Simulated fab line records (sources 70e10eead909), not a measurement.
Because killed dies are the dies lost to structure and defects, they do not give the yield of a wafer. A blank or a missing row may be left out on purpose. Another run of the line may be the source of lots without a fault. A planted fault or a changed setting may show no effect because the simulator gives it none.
Matching of chambers + flow nand-harc + 4 sister chambers for NHARC_A_SGD_CUT_DESCUM_14 on rie-diel-13
The step chemistry O2, time 3 s. 8 wafers are shown with their chamber, then 8 later ones without.

## WAFERS PAIRED WITH THEIR CHAMBERS
| wafer  | chamber | showerhead-plenum-p-Torr (Torr) | rf-vpp-V (V) |
|--------|---------|---------------------------------|--------------|
| L078.3 | 1       | 1.81                            | 57.1         |
| L082.2 | 0       | 1.79                            | 57.8         |
| L082.4 | 2       | 1.92                            | 57.4         |
| L082.5 | 1       | 1.80                            | 56.6         |
| L085.3 | 2       | 1.92                            | 59.0         |
| L085.5 | 0       | 1.79                            | 57.5         |
| L085.6 | 3       | 1.97                            | 59.6         |
| L086.2 | 3       | 1.97                            | 57.1         |

## WAFERS WITHOUT THEIR CHAMBER
| wafer  | showerhead-plenum-p-Torr (Torr) | rf-vpp-V (V) |
|--------|---------------------------------|--------------|
| L086.5 | 1.79                            | 56.3         |
| L086.6 | 1.97                            | 58.3         |
| L091.1 | 1.79                            | 57.2         |
| L091.3 | 1.80                            | 57.6         |
| L091.5 | 1.97                            | 58.0         |
| L096.1 | 1.96                            | 58.6         |
| L096.2 | 1.79                            | 57.2         |
| L096.3 | 1.92                            | 58.8         |

## THE CHAMBER EACH PASSED THROUGH
| wafer  | from the rows above     | in truth |
|--------|-------------------------|----------|
| L086.5 | 0                       | 0        |
| L086.6 | 3                       | 3        |
| L091.1 | 0                       | 0        |
| L091.3 | can't be placed: 1 or 0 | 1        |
| L091.5 | 3                       | 3        |
| L096.1 | 3                       | 3        |
| L096.2 | 0                       | 0        |
| L096.3 | 2                       | 2        |
Placed correctly: 7 of 8. From these rows, 1 cannot be placed; in 1 the true chamber is one of the candidates. Number placed wrongly: 0.
How it was worked out, from the rows above alone: a wafer's distance from a chamber is the root of the sum, over the readings, of the square of ((its reading less the chamber's mean) divided by the reading's scatter). If the next closest chamber is less than 2 further off than the closest, the wafer can't be placed; otherwise it belongs to the closest. For every chamber, the mean is computed from those of its wafers that are shown. The scatter is the square root of a quotient: the sum, over the shown wafers, of each reading's squared deviation from its chamber's mean, divided by wafers minus chambers.
